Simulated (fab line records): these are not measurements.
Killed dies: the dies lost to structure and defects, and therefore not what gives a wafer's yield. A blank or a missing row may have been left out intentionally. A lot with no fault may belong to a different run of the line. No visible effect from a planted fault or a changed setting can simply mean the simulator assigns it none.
Tool commonality check | flow nandHarc | 2 lots, 6 wafers sampled

== WHY IT WAS OPENED ==
On 2 of the 2 lots, a flag is raised at NHARC_END_SORT_01 on the reading killedAtArray. No-fault wafers: 25, standard deviation 9.2.
Rule: a lot gets a flag if all its wafers with a number sit over 4 standard deviations from that mean, or if no wafer of it has a number. The rest of the lots are taken to be sound.

lot  | measured     | on        | killedAtArray, wafer by wafer | flag
L743 | day 21 18:38 | prober-02 | 673 673 675                   | FLAGGED
L745 | day 22 17:40 | prober-02 | 673 674 673                   | FLAGGED
Average over the flagged lots: 674; offset from the usual +648, equal to +70 standard deviations.

== LOT BY LOT: THE TOOL USED ==
The record holds 3 process steps before the reading, out of a route of 1159 steps. In each cell: the tool, then ch and the chambers that the sampled wafers went through, then the start.
lot  | flag    | NHARC_A_SLIT_ETCH_26            | NHARC_A_WL_FILL_ETCHBACK_05      | NHARC_A_WL_FILL_STRIP_27
L743 | FLAGGED | harEtch-01 ch 0,1, day 17 00:11 | rieMetal-01 ch 0,1, day 17 14:53 | plasmaAsher-02 ch 0,1, day 17 15:02
L745 | FLAGGED | harEtch-01 ch 0,1, day 17 20:38 | rieMetal-02 ch 0,1, day 18 09:57 | plasmaAsher-02 ch 0,1, day 18 10:18
What is done by these steps:
- NHARC_A_SLIT_ETCH_26: etches the open film in C4F8/O2/Ar, time 90 s, target depth 400 nm.
- NHARC_A_WL_FILL_ETCHBACK_05: etches the open film in Cl2/BCl3, target depth 22 nm, time 60 s.
- NHARC_A_WL_FILL_STRIP_27: strips in N2/H2, time 20 s.
- NHARC_END_SORT_01

== FLAGGED AGAINST TOTAL, ONE TOOL AT A TIME (gauges that did the reading follow at the end) ==
step                        | tool           | lots run | flagged | share of the flagged lots | sound lots run after its first flagged lot
NHARC_A_SLIT_ETCH_26        | harEtch-01     | 2        | 2       | all                       | 0
NHARC_A_WL_FILL_ETCHBACK_05 | rieMetal-01    | 1        | 1       | some                      | 0
NHARC_A_WL_FILL_ETCHBACK_05 | rieMetal-02    | 1        | 1       | some                      | 0
NHARC_A_WL_FILL_STRIP_27    | plasmaAsher-02 | 2        | 2       | all                       | 0
NHARC_END_SORT_01           | prober-02      | 2        | 2       | all                       | 0

== WHAT IS ALLOWED BY THE TABLE ==
harEtch-01 at NHARC_A_SLIT_ETCH_26, plasmaAsher-02 at NHARC_A_WL_FILL_STRIP_27 and prober-02 at NHARC_END_SORT_01: these 3 rows of the table ran every flagged lot.
- harEtch-01 at NHARC_A_SLIT_ETCH_26: 2 of its 2 lots flagged. It ran no sound lot before its first flagged lot in this sample, so the start can't be narrowed down.
- plasmaAsher-02 at NHARC_A_WL_FILL_STRIP_27: 2 of its 2 lots flagged. It ran no sound lot before its first flagged lot in this sample, so the start can't be narrowed down.
- prober-02 at NHARC_END_SORT_01: 2 of its 2 lots flagged. It ran no sound lot before its first flagged lot in this sample, so the start can't be narrowed down.
A lot count leaves these 3 tools indistinguishable: every one of them fits a fault beginning at some hour. More lots, or a look at what each step does to the wafer, might.

== WHAT WAS PUT IN BY THE SIMULATOR ==
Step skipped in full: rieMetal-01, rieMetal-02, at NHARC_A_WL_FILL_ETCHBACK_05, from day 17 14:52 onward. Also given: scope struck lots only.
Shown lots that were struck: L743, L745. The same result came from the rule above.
